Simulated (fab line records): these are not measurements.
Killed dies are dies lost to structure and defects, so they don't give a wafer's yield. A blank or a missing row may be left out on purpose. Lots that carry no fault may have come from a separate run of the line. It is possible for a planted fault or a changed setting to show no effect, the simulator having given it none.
fab line records	flow n5-finfet
record lots=5	wafers=15	last-day=17
route steps=1938 shown BEOL_M0_SAQP@652 BEOL_M4@1111 PASSIVATION@1936
lots untouched by any fault: they come from a run of this same line in which no faults occurred
start-h: hours from the record's first day to the start of the lot's first wafer shown	wait-h: hours since the lot's step before	" the same as in the row above	L1.1+2: a single row standing in for several wafers	- no value present, or no start provided	* or withheld: withheld	< > ~ a bound
route shown NAME@n: NAME is a module with steps in the file, n the number in the route of the first one	usual: mean/standard deviation taken from wafers without a fault	same: alike in all rows	chamber/n: place in a boat	sites: readings site by site	_std_site: standard deviation of those values	_edge_site: inner sites' mean taken away from outer sites' mean	radius-mm: for every site, how far away it sits from the centre of the wafer	mask NAME#n: copy n	behind: the most recent tool/chamber to have shaped the wafer	hold: why the lot went on hold/how many hours it stayed there/how the hold came to an end	device: names the non-switching transistor (n, p or np)	end of line: the same wafers' tests at the end of the route	a step without rows: its recipe alone	killed: dies that structure and defects cost at the first sort, which is not the same as the wafer's yield	map: per-die view of a wafer (x killed, . not killed, _ where there is no die)
set.NAME: setting as actually run; set.NAME@STEP: the setting as run at that earlier step	model.NAME: the simulator's own value behind a step, which no gauge read
lots at some steps of the route; a table a step, a row a wafer
services: from which hour (start-h, from the record's first day; less than 0 if before it) a tool's chamber was out of use, for how many hours, and why
## steps
# step N5_BEOL_M0_SAQP_DESCUM_19
# recipe chemistry=O2	time-s=7.9	source-power-w=50	bias-power-w=20	pressure-mtorr=20	rf-frequency-hz=2.712e+07	temp-c=40	resist=CAR-ArF	o2-flow-sccm=225
# step N5_BEOL_M0_SAQP_ETCH_83
# recipe chemistry=CF4	target=SiARC	target-depth-a=390	mask-material=CAR-ArF	time-s=65	ion-energy-ev=80	pressure-mtorr=40	source-w=545	bias-w=36	Ar_flow_sccm=100	cf4-flow-sccm=100	ends=cleared
# step N5_BEOL_M0_SAQP_ETCH_84
# recipe chemistry=N2/H2	target=SOC	target-depth-a=1000	overetch-a=200	mask-material=SiARC	temp-c=40	time-s=150	ion-energy-ev=200	pressure-mtorr=30	source-w=840	bias-w=150	n2-flow-sccm=200	h2-flow-sccm=200
# step N5_BEOL_M0_SAQP_STRIP_80
# recipe chemistry=N2/H2	temp-c=40	n2-flow-sccm=200	h2-flow-sccm=200	rf-frequency-hz=6e+07
# step N5_BEOL_M0_SAQP_HM_OPEN_112
# recipe chemistry=CHF3/O2	target=SiO2	stop-on=a-Si	target-depth-a=120	over-etch-frac=1.25	mask-material=SOC	time-s=13.5	pressure-mtorr=30	source-w=650	bias-w=170	Ar_flow_sccm=200	CHF3_flow_sccm=50	O2_flow_sccm=5	ion-energy-ev=200	ends=end-point
# step N5_BEOL_M0_SAQP_STRIP_113
# recipe chemistry=CHF3/O2	resist=SiARC	rf-frequency-hz=6e+07
# step N5_BEOL_M0_SAQP_MANDREL_ETCH_20
# recipe target-depth-a=600	chemistry=HBr/Cl2	target=a-Si	stop-on=SiNx	bt-time-s=10	mask-material=SOC	over-etch-frac=0.5	time-s=30	pressure-mtorr=10	icp-w=800	bias-w=75	HBr_flow_sccm=150	Cl2_flow_sccm=80	ends=end-point
# step N5_BEOL_M0_SAQP_STRIP_86
# recipe chemistry=N2/H2	power-w=500	temp-c=40	pressure-mtorr=50	rf-frequency-hz=6e+07	overash-fraction=0.3	bias-power-w=28	h2-frac=0.5	n2-flow-sccm=300	h2-flow-sccm=300
# step N5_BEOL_M0_SAQP_STRIP_115
# recipe chemistry=post-etch-residue-remover	time-s=60	temp-c=25	remover-ph=withheld	remover-water-wt-pct=withheld	remover-fluoride-wt-pct=withheld
# step N5_BEOL_M0_SAQP_SRD_93
# recipe dry=ipa-marangoni	time-s=30	temp-c=23	rinse-liquid=diw
# step N5_BEOL_M0_SAQP_RECESS_114
# recipe chemistry=HF/NH3	target=SiO2	target-depth-a=144	afs-cycles=3	temp-c=30	sublimation-temp-c=180	sublimation-time-s=60
# usual afs-cycles=3/0	drypump-motor-current-A=5.86/0.27
lot.wafer	tool	chamber	start-h	wait-h	afs-cycles	drypump-motor-current-A	model.SiO2_of_BEOL_M0_SAQP_HM_DEP_111.thk-nm	model.SiNx_of_BEOL_M0_SAQP_PECVD_97.thk-nm
L792.1	vapor-etch-02	1	178.19	0.0	-	-	12	17.8
L792.2	"	0	"	"	-	-	12	18.2
L792.4	"	0	"	"	-	-	12.2	18.8
L793.3	vapor-etch-02	0	184.92	0.4	-	-	11.8	17.6
L793.5	"	0	"	"	-	-	11.8	18.4
L793.6	"	1	"	"	-	-	11.8	17.8
L794.2	vapor-etch-02	1	186.83	0.0	-	-	12	17
L794.4	"	0	"	"	-	-	12.2	17.8
L794.5	"	1	"	"	-	-	11.8	17.6
L795.3	vapor-etch-02	0	198.34	0.1	3	5.62	0	14.8
L795.5	"	1	"	"	3	6.26	0	15.4
L795.6	"	0	"	"	3	5.60	0	15.8
L802.1	vapor-etch-01	0	234.34	0.2	3	5.68	0	15.6
L802.2	"	1	"	"	3	5.83	0	15.6
L802.6	"	1	"	"	3	5.83	0	15.6
# step N5_BEOL_M0_SAQP_SPACER1_ALD_98
# recipe material=SiO2	target-thk-a=128	temp-c=300	ald-precursor-family=BDEAS	ald-co-reactant=O2-plasma	pulse-time-s=1	purge-time-s=2	co-reactant-purge-time-s=2	ald-cycles=138	pressure-torr=2
# step N5_BEOL_M0_SAQP_SPACER1_ETCHBACK_99
# recipe chemistry=CHF3/O2	mode=anisotropic-etchback	target=SiO2	target-depth-a=154	time-s=7.7	pressure-mtorr=30	source-w=650	bias-w=170	Ar_flow_sccm=200	CHF3_flow_sccm=50	O2_flow_sccm=5	ion-energy-ev=200
# step N5_BEOL_M0_SAQP_MANDREL1_REMOVE_100
# recipe chemistry=HBr/Cl2/O2	bt-time-s=10	target=a-Si	stop-on=SiNx	endpoint=OES-SiCl	over-etch-frac=0.85	icp-w=600	bias-w=30	HBr_flow_sccm=150	Cl2_flow_sccm=80	O2_flow_sccm=5	pressure-mtorr=10
# step N5_BEOL_M0_SAQP_ETCH_101
# recipe chemistry=CH3F/O2	target=SiNx	mask-material=SiO2	target-depth-a=299	time-s=42.7	pressure-mtorr=30	source-w=395	bias-w=73	Ar_flow_sccm=150	CH3F_flow_sccm=30	O2_flow_sccm=20	ion-energy-ev=120
# step N5_BEOL_M0_SAQP_ETCH_102
# recipe chemistry=CF4	target=SiO2	target-depth-a=40	ion-energy-ev=350	time-s=4.4	pressure-mtorr=10	icp-w=800	bias-w=400	cf4-flow-sccm=80
# step N5_BEOL_M0_SAQP_MANDREL_ETCH_103
# recipe chemistry=HBr/Cl2	target=a-Si	target-depth-a=450	bt-time-s=10	stop-on=SiCN	mask-material=SiO2	over-etch-frac=0.8	time-s=27	pressure-mtorr=10	icp-w=800	bias-w=75	HBr_flow_sccm=150	Cl2_flow_sccm=80	ends=end-point
# step N5_BEOL_M0_SAQP_RECESS_104
# recipe chemistry=HF/NH3	target=SiO2	target-depth-a=180	afs-cycles=3	temp-c=30	sublimation-temp-c=180	sublimation-time-s=60
# step N5_BEOL_M0_SAQP_COAT_105
# recipe resist=SOC	temp-c=250	time-s=60	spin-rpm=1500	resist-thk-nm=100
# step N5_BEOL_M0_SAQP_ETCH_106
# recipe chemistry=N2/H2	target=SOC	target-depth-a=1500	stop-on=SiNx	ion-energy-ev=100	bias-w=61	pressure-mtorr=30	source-w=850	n2-flow-sccm=200	h2-flow-sccm=200
# usual drypump-motor-current-A=6.0/0.37	oes-product-au=0.73/0.06	rf-vpp-V=240.2/1.3	showerhead-plenum-p-Torr=2.50/0.093	throttle-valve-pct=17.94/0.29
lot.wafer	tool	chamber	start-h	wait-h	drypump-motor-current-A	oes-product-au	rf-hours-counter-h	rf-vpp-V	showerhead-plenum-p-Torr	throttle-valve-pct	model.SiNx_of_BEOL_M0_SAQP_PECVD_97.thk-nm
L792.1	rie-diel-01	0	180.34	-	6.2	0.70	211	238.5	2.41	18.05	17.4
L792.2	"	1	"	"	6.1	0.70	214	241.2	2.50	18.02	17.8
L792.4	"	3	"	"	5.6	0.71	192	240.9	2.62	18.01	18.4
L793.3	rie-diel-05	2	187.39	-	6.2	0.69	229	239.4	2.40	17.45	17.2
L793.5	"	0	"	"	6.4	0.69	-	238.6	2.41	18.42	17.8
L793.6	"	3	"	"	6.1	0.69	-	241.6	2.64	18.05	17.4
L794.2	rie-diel-05	1	189.96	-	6.1	0.74	177	240.7	2.53	17.62	16.6
L794.4	"	0	"	"	6.5	0.69	249	239.3	2.41	18.44	17.4
L794.5	"	3	"	"	6.2	0.69	-	241.6	2.64	18.05	17.2
L795.3	rie-diel-06	0	200.08	-	5.7	0.73	162	240.3	2.55	18.12	14.4
L795.5	"	1	"	"	5.2	0.69	-	240.7	2.50	17.65	15
L795.6	"	3	"	"	6.2	0.73	-	241.1	2.53	18.27	15.4
L802.1	rie-diel-05	1	236.14	-	6.0	0.72	183	240.2	2.52	17.61	15.2
L802.2	"	3	"	"	6.1	0.67	229	240.2	2.63	18.08	15.2
L802.6	"	0	"	"	6.4	0.93	-	242.7	2.72	18.00	15
# step N5_BEOL_M0_SAQP_ETCH_107
# recipe chemistry=CH3F/O2	target=SiNx	target-depth-a=300	mask-material=SOC	pressure-mtorr=30	source-w=395	bias-w=73	Ar_flow_sccm=150	CH3F_flow_sccm=30	O2_flow_sccm=20	ion-energy-ev=120
# step N5_BEOL_M4_RC_MEAS_101
# usual DIBL_N=36.0/1.7	DIBL_P=35.8/2	IOFF_N=0.15/0.03	IOFF_P=0.20/0.037	ION_N=670/12	ION_P=460/7.2	SS_N=71.5/0.68	SS_P=73.2/0.65	VT_N=250/3.1	VT_P=-251/3.4
lot.wafer	tool	chamber	start-h	wait-h	DIBL_N[mV/V]	DIBL_P[mV/V]	IOFF_N[nA/um]	IOFF_P[nA/um]	ION_N[uA/um]	ION_P[uA/um]	SS_N[mV/dec]	SS_P[mV/dec]	VT_N[mV]	VT_P[mV]
L795.3	prober-02	0	262.19	0.3	36.8	37.2	0.16	0.18	678	457	71.9	72.5	249	-254
L795.5	"	0	"	"	36.6	38.0	0.16	0.21	671	464	72.1	73.4	251	-251
L795.6	"	0	"	"	36.4	36.4	0.15	0.19	678	463	72.2	73.1	248	-251
L802.1	prober-01	0	297.97	0.0	35.7	36.3	0.14	0.18	681	469	70.6	73.5	251	-254
L802.2	"	0	"	"	31.8	31.9	0.10	0.13	645	445	70.0	72.4	259	-258
L802.6	"	0	"	"	35.0	35.2	0.14	0.17	655	452	71.1	73.4	252	-255
# step N5_PASSIVATION_PROBE_49
# usual defect-limited-yield=91.4/1.5	killed_at_M0_to_M3=32/9.8	killed_at_M4_up=15/5.6	killed-at-contacts=12/5.4	killed-at-front-end=40/13	killed-at-other=3.0/2.1	killed-dies=102/17	killed-on-rim=14/4.4	killed-open=67/13	killed-short=32/7.1	sort_bin_5_function=5.1/0.96	sort_bin_6_memory=3.2/0.7	sort-n-pass=1078/18	sort-yield-pct=91.3/1.5
# same gross-dies=1180	killed-at-back-side=0	sort_bin_4_leakage[%]=0	sort_bin_8_speed[%]=0
lot.wafer	tool	chamber	start-h	wait-h	defect-limited-yield[%]	killed_at_M0_to_M3	killed_at_M4_up	killed-at-contacts	killed-at-front-end	killed-at-other	killed-dies	killed-on-rim	killed-open	killed-short	sort_bin_5_function[%]	sort_bin_6_memory[%]	sort-n-pass	sort-yield-pct[%]
L792.1	prober-02	-	352.40	0.0	0	1124	10	14	27	5	1180	152	54	26	97.5	2.2	0	0
L792.2	prober-02	-	352.45	0.1	0	1139	10	10	21	0	1180	152	45	23	97.3	2.5	0	0
L792.4	prober-02	-	352.55	0.2	0	1124	15	6	31	4	1180	152	55	31	97.0	2.8	0	0
L793.3	prober-01	-	352.58	0.1	0	1124	6	9	35	6	1180	152	51	41	96.0	3.9	0	0
L793.5	prober-01	-	352.68	0.2	0	1073	11	26	67	3	1180	152	112	34	94.7	5.1	0	0
L793.6	prober-01	-	352.73	0.3	0	1091	17	14	54	4	1180	152	100	44	95.3	4.4	0	0
L794.2	prober-02	-	359.85	0.1	0	1097	28	12	41	2	1180	152	69	35	96.9	3.0	0	0
L794.4	prober-02	-	359.95	0.2	0	1120	15	10	31	4	1180	152	65	25	97.4	2.2	0	0
L794.5	prober-02	-	360.00	0.2	0	1103	21	10	43	3	1180	152	64	22	96.4	3.3	0	0
L795.3	prober-01	-	375.81	0.1	91.4	37	18	7	37	2	101	15	63	33	4.2	4.1	1079	91.4
L795.5	prober-01	-	375.91	0.2	90.1	37	19	3	57	1	117	17	72	42	6.4	3.0	1063	90.1
# killed by level:class
L792.1 BEOL_M0_SAQP:area-recess=1099 MOL_CONTACT_COAG:geometric-particle:open=14 BEOL_M0_SAQP:geometric-particle:open=7 FIN_SAQP:geometric-particle:short=6 BEOL_M3:geometric-particle:open=6 STI_FIN_REVEAL:geometric-particle:open=4 FIN_SAQP:geometric-particle:open=3 STI_FIN_REVEAL:geometric-particle:short=3
L792.2 BEOL_M0_SAQP:area-recess=1112 BEOL_M0_SAQP:geometric-particle:short=10 MOL_CONTACT_COAG:geometric-particle:open=8 FIN_SAQP:geometric-particle:short=5 BEOL_M0_SAQP:geometric-particle:open=5 FIN_SAQP:geometric-particle:open=4 BEOL_M2:geometric-particle:open=4 BEOL_M3:geometric-particle:open=4
L792.4 BEOL_M0_SAQP:area-recess=1094 BEOL_M0_SAQP:geometric-particle:short=13 GATE_CUT:geometric-particle:open=7 STI_FIN_REVEAL:geometric-particle:open=5 BEOL_M3:geometric-particle:open=5 BEOL_M8:geometric-particle:open=5 GATE_CUT:geometric-particle:short=4 MOL_CONTACT_COAG:geometric-particle:open=4
L793.3 BEOL_M0_SAQP:area-recess=1086 FIN_SAQP:geometric-particle:short=11 BEOL_M0_SAQP:geometric-particle:short=10 BEOL_M0_SAQP:geometric-particle:open=9 STI_FIN_REVEAL:geometric-particle:open=8 MOL_CONTACT_COAG:geometric-particle:open=6 BEOL_M0:geometric-particle:open=4 DUMMY_GATE:geometric-particle:open=3
L793.5 BEOL_M0_SAQP:area-recess=1033 STI_FIN_REVEAL:geometric-particle:open=21 MOL_CONTACT_COAG:geometric-particle:open=21 FIN_SAQP:geometric-particle:open=20 FIN_SAQP:geometric-particle:short=9 BEOL_M3:geometric-particle:open=9 BEOL_M1:geometric-particle:open=7 BEOL_M0_SAQP:geometric-particle:short=6
L793.6 BEOL_M0_SAQP:area-recess=1035 STI_FIN_REVEAL:geometric-particle:open=16 BEOL_M2:geometric-particle:open=12 MOL_CONTACT_COAG:geometric-particle:open=11 BEOL_M3:geometric-particle:open=10 FIN_SAQP:geometric-particle:open=8 BEOL_M2:geometric-particle:short=8 BEOL_M0_SAQP:geometric-particle:short=7
L794.2 BEOL_M0_SAQP:area-recess=1075 FIN_SAQP:geometric-particle:open=13 MOL_CONTACT_COAG:geometric-particle:open=9 BEOL_M3:geometric-particle:open=6 BEOL_M4:geometric-particle:open=6 BEOL_M0_SAQP:geometric-particle:open=5 BEOL_M0_SAQP:geometric-particle:short=5 BEOL_M5:geometric-particle:open=5
L794.4 BEOL_M0_SAQP:area-recess=1089 MOL_CONTACT_COAG:geometric-particle:open=9 FIN_SAQP:geometric-particle:open=8 BEOL_M3:geometric-particle:open=8 BEOL_M4:geometric-particle:open=7 BEOL_M2:geometric-particle:open=6 FIN_SAQP:geometric-particle:short=5 BEOL_M0_SAQP:geometric-particle:open=5
L794.5 BEOL_M0_SAQP:area-recess=1094 FIN_SAQP:geometric-particle:open=18 MOL_CONTACT_COAG:geometric-particle:open=10 GATE_CUT:geometric-particle:short=8 FIN_SAQP:geometric-particle:short=7 GATE_CUT:geometric-particle:open=5 BEOL_M4:geometric-particle:open=4 BEOL_M2:geometric-particle:open=3
L795.3 FIN_SAQP:geometric-particle:open=11 BEOL_M0_SAQP:geometric-particle:open=11 BEOL_M3:geometric-particle:open=8 FIN_SAQP:geometric-particle:short=7 BEOL_M0_SAQP:geometric-particle:short=6 BEOL_M1:geometric-particle:open=6 GATE_CUT:geometric-particle:short=5 MOL_CONTACT_COAG:geometric-particle:open=5
L795.5 FIN_SAQP:geometric-particle:open=12 GATE_CUT:geometric-particle:short=10 BEOL_M3:geometric-particle:open=9 STI_FIN_REVEAL:geometric-particle:open=7 FIN_SAQP:geometric-particle:short=6 BEOL_M5:geometric-particle:open=6 BEOL_M0_SAQP:geometric-particle:open=6 STARTING-WAFER:geometric-particle:short=5
# map L792.1 (x killed, . not)
_________________xxxxxxxxxxxx________________
______________xxxxxxxxxxxxxxxxxx_____________
___________xxxxxxxxxxxxxxxxxxxxxxxx__________
__________xxxxxxxxxxxxxxxxxxxxxxxxxx_________
________xxxxxxxxxxxxxxxxxxxxxxxxxxxxxx_______
_______xxxxxxxxxxxxxxxxxxxxxxxxxxxxxxxx______
______xxxxxxxxxxxxxxxxxxxxxxxxxxxxxxxxxx_____
_____xxxxxxxxxxxxxxxxxxxxxxxxxxxxxxxxxxxx____
____xxxxxxxxxxxxxxxxxxxxxxxxxxxxxxxxxxxxxx___
___xxxxxxxxxxxxxxxxxxxxxxxxxxxxxxxxxxxxxxxx__
___xxxxxxxxxxxxxxxxxxxxxxxxxxxxxxxxxxxxxxxx__
__xxxxxxxxxxxxxxxxxxxxxxxxxxxxxxxxxxxxxxxxxx_
__xxxxxxxxxxxxxxxxxxxxxxxxxxxxxxxxxxxxxxxxxx_
_xxxxxxxxxxxxxxxxxxxxxxxxxxxxxxxxxxxxxxxxxxxx
_xxxxxxxxxxxxxxxxxxxxxxxxxxxxxxxxxxxxxxxxxxxx
_xxxxxxxxxxxxxxxxxxxxxxxxxxxxxxxxxxxxxxxxxxxx
_xxxxxxxxxxxxxxxxxxxxxxxxxxxxxxxxxxxxxxxxxxxx
_xxxxxxxxxxxxxxxxxxxxxxxxxxxxxxxxxxxxxxxxxxxx
_xxxxxxxxxxxxxxxxxxxxxxxxxxxxxxxxxxxxxxxxxxxx
_xxxxxxxxxxxxxxxxxxxxxxxxxxxxxxxxxxxxxxxxxxxx
_xxxxxxxxxxxxxxxxxxxxxxxxxxxxxxxxxxxxxxxxxxxx
__xxxxxxxxxxxxxxxxxxxxxxxxxxxxxxxxxxxxxxxxxx_
__xxxxxxxxxxxxxxxxxxxxxxxxxxxxxxxxxxxxxxxxxx_
___xxxxxxxxxxxxxxxxxxxxxxxxxxxxxxxxxxxxxxxx__
___xxxxxxxxxxxxxxxxxxxxxxxxxxxxxxxxxxxxxxxx__
____xxxxxxxxxxxxxxxxxxxxxxxxxxxxxxxxxxxxxx___
_____xxxxxxxxxxxxxxxxxxxxxxxxxxxxxxxxxxxx____
______xxxxxxxxxxxxxxxxxxxxxxxxxxxxxxxxxx_____
_______xxxxxxxxxxxxxxxxxxxxxxxxxxxxxxxx______
________xxxxxxxxxxxxxxxxxxxxxxxxxxxxxx_______
__________xxxxxxxxxxxxxxxxxxxxxxxxxx_________
___________xxxxxxxxxxxxxxxxxxxxxxxx__________
______________xxxxxxxxxxxxxxxxxx_____________
_________________xxxxxxxxxxxx________________
# map L793.3 (x killed, . not)
_________________xxxxxxxxxxxx________________
______________xxxxxxxxxxxxxxxxxx_____________
___________xxxxxxxxxxxxxxxxxxxxxxxx__________
__________xxxxxxxxxxxxxxxxxxxxxxxxxx_________
________xxxxxxxxxxxxxxxxxxxxxxxxxxxxxx_______
_______xxxxxxxxxxxxxxxxxxxxxxxxxxxxxxxx______
______xxxxxxxxxxxxxxxxxxxxxxxxxxxxxxxxxx_____
_____xxxxxxxxxxxxxxxxxxxxxxxxxxxxxxxxxxxx____
____xxxxxxxxxxxxxxxxxxxxxxxxxxxxxxxxxxxxxx___
___xxxxxxxxxxxxxxxxxxxxxxxxxxxxxxxxxxxxxxxx__
___xxxxxxxxxxxxxxxxxxxxxxxxxxxxxxxxxxxxxxxx__
__xxxxxxxxxxxxxxxxxxxxxxxxxxxxxxxxxxxxxxxxxx_
__xxxxxxxxxxxxxxxxxxxxxxxxxxxxxxxxxxxxxxxxxx_
_xxxxxxxxxxxxxxxxxxxxxxxxxxxxxxxxxxxxxxxxxxxx
_xxxxxxxxxxxxxxxxxxxxxxxxxxxxxxxxxxxxxxxxxxxx
_xxxxxxxxxxxxxxxxxxxxxxxxxxxxxxxxxxxxxxxxxxxx
_xxxxxxxxxxxxxxxxxxxxxxxxxxxxxxxxxxxxxxxxxxxx
_xxxxxxxxxxxxxxxxxxxxxxxxxxxxxxxxxxxxxxxxxxxx
_xxxxxxxxxxxxxxxxxxxxxxxxxxxxxxxxxxxxxxxxxxxx
_xxxxxxxxxxxxxxxxxxxxxxxxxxxxxxxxxxxxxxxxxxxx
_xxxxxxxxxxxxxxxxxxxxxxxxxxxxxxxxxxxxxxxxxxxx
__xxxxxxxxxxxxxxxxxxxxxxxxxxxxxxxxxxxxxxxxxx_
__xxxxxxxxxxxxxxxxxxxxxxxxxxxxxxxxxxxxxxxxxx_
___xxxxxxxxxxxxxxxxxxxxxxxxxxxxxxxxxxxxxxxx__
___xxxxxxxxxxxxxxxxxxxxxxxxxxxxxxxxxxxxxxxx__
____xxxxxxxxxxxxxxxxxxxxxxxxxxxxxxxxxxxxxx___
_____xxxxxxxxxxxxxxxxxxxxxxxxxxxxxxxxxxxx____
______xxxxxxxxxxxxxxxxxxxxxxxxxxxxxxxxxx_____
_______xxxxxxxxxxxxxxxxxxxxxxxxxxxxxxxx______
________xxxxxxxxxxxxxxxxxxxxxxxxxxxxxx_______
__________xxxxxxxxxxxxxxxxxxxxxxxxxx_________
___________xxxxxxxxxxxxxxxxxxxxxxxx__________
______________xxxxxxxxxxxxxxxxxx_____________
_________________xxxxxxxxxxxx________________
## services
tool	chamber	start-h	hours	kind
rie-diel-06	0	190.33	6.5	repair
rie-diel-05	0	192.88	-	clean
rie-diel-05	0	192.88	-	consumable-replace:focus-ring
rie-diel-05	0	192.88	-	consumable-replace:showerhead
rie-diel-05	0	192.88	15.2	scheduled-down
rie-diel-05	0	192.88	15.2	vent-cycle
rie-diel-06	2	195.78	28.7	repair
rie-diel-05	1	197.55	24.1	repair
## key
first-sign step=N5_BEOL_M0_SAQP_RECESS_114	reading=tool-record	direction=missing
effect step=N5_PASSIVATION_PROBE_49	reading=killed_at_M0_to_M3	direction=up	sigmas=99+	usual=32	struck=1111
model-effect step=N5_BEOL_M0_SAQP_RECESS_114	value=SiO2_of_BEOL_M0_SAQP_HM_DEP_111.thk-nm	without=0	struck=11.96
model-effect step=N5_BEOL_M0_SAQP_ETCH_106	value=SiNx_of_BEOL_M0_SAQP_PECVD_97.thk-nm	without=15.33	struck=17.47
more-kills-born-at N5_BEOL_M0_SAQP_RECESS_114@vapor-etch-02=9717
met-at N5_BEOL_M0_SAQP_RECESS_114
struck-wafers L792.1,L792.2,L792.4,L793.3,L793.5,L793.6,L794.2,L794.4,L794.5
later-rows-left-out L792.1,L792.2,L792.4,L793.3,L793.5,L793.6,L794.2,L794.4,L794.5
fault kind=skipped-step-whole	tool=vapor-etch-02	chamber=-	onset-h=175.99	steps=N5_BEOL_M0_SAQP_RECESS_114	scope=struck-lots-only
# later-rows-left-out: the simulator's readings of these wafers behind a module that went badly wrong aren't trusted and aren't shown, but for the sort
